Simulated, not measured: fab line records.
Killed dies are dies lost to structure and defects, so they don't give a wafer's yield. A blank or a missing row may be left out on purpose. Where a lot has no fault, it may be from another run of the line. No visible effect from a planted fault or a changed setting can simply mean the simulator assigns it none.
8D (eight disciplines) problem report, filled in by code | flow nand-harc | the parts of the form that need people (team, actions taken, sign-off) are left out

1. PROBLEM STATEMENT
Mean of cd-nm at NHARC_P_M0_CD_MEAS_09: 105.2 nm across 6 wafers in 2 lots; on wafers with no fault it is 89.9 nm (standard deviation 0.56). Relative to the usual mean, that is a shift of +27 standard deviations.
The step: target cd 90 nm.
First seen on wafer L855.2, day 13 20:28, on cd-sem-01. The record has a number at this step for 33 wafers belonging to 11 lots. By rule, "out" or "out of limits" means more than 4 standard deviations away from the usual mean. The other wafers with a number count as sound.

2. WHAT IT IS AND WHAT IT IS NOT
question                    | is                     | is not
which readings at this step | cd-nm                  | -
which lots                  | L855, L856             | L837, L838, L839, L840, L842, L845, L857, L859, L860
which wafers of those lots  | all that have a number | -
read on which gauges        | cd-sem-01, cd-sem-02   | cd-sem-03
when                        | from day 13 20:28      | up to then (18 sound wafers); but 9 sound wafers of L857, L859, L860 came after

3. WHAT RULES OUT EACH SUSPECT
Counting: a tool at a process step up to the reading stays a suspect if it ran every lot that is out and no sound lot after the first of them.
- the gauge at NHARC_P_M0_CD_MEAS_09 is ruled out. 2 gauges (cd-sem-01, cd-sem-02) read the wafers that are out.
- arfi-scanner-03 at NHARC_P_M0_EXPOSE_06 (exposes mask P M0, target cd 90 nm): kept. It ran every lot that is out, first L855 (day 13 20:19), and no sound lot after that. Its own exposure-dose-mJ-cm2 readings are out on those wafers.
After counting, what remains is arfi-scanner-03 at NHARC_P_M0_EXPOSE_06.

4. THE CAUSE (what the simulator had put in)
Drift in process parameters on arfi-scanner-03 at NHARC_P_M0_EXPOSE_06, starting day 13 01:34. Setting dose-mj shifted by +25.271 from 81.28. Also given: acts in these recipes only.
The count eliminated every tool but this one.

5. THE EFFECT CHAIN, in route order
Each row: a reading whose mean over the struck wafers that have a number lies more than 3 standard deviations from the usual. Only readings whose record carries a usual standard deviation are examined. hours: median over the lots of the time between each lot's start at the first step of this table that gives one and its start at this step. sigmas: the change, counted in usual standard deviations.
hours | step                  | reading              | usual   | on struck wafers | change | sigmas
0     | NHARC_P_M0_EXPOSE_06  | exposure-dose-mJ-cm2 | 81.27   | 104.08           | +22.81 | +99 or more
0     | NHARC_P_M0_CD_MEAS_09 | cd-nm                | 89.9 nm | 105.2            | +15.3  | +27
The process steps in it:
- NHARC_P_M0_EXPOSE_06: exposes mask P M0, target cd 90 nm.

6. HOW IT WOULD HAVE BEEN CAUGHT EARLIER
Counted from the fault's start at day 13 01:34, it took 19 hours until the first out-of-limits reading at a measuring or inspecting step in this record, taken at day 13 20:28.
At NHARC_P_M0_EXPOSE_06, the tool's own readings (exposure-dose-mJ-cm2) were out on each struck wafer the step has a row for, so an alarm limit on them would have fired on the first such wafer.
Among the 2 lots that are out, L856 began NHARC_P_M0_EXPOSE_06 on arfi-scanner-03 after day 13 20:28. A tool hold placed at that time would have kept it from harm.
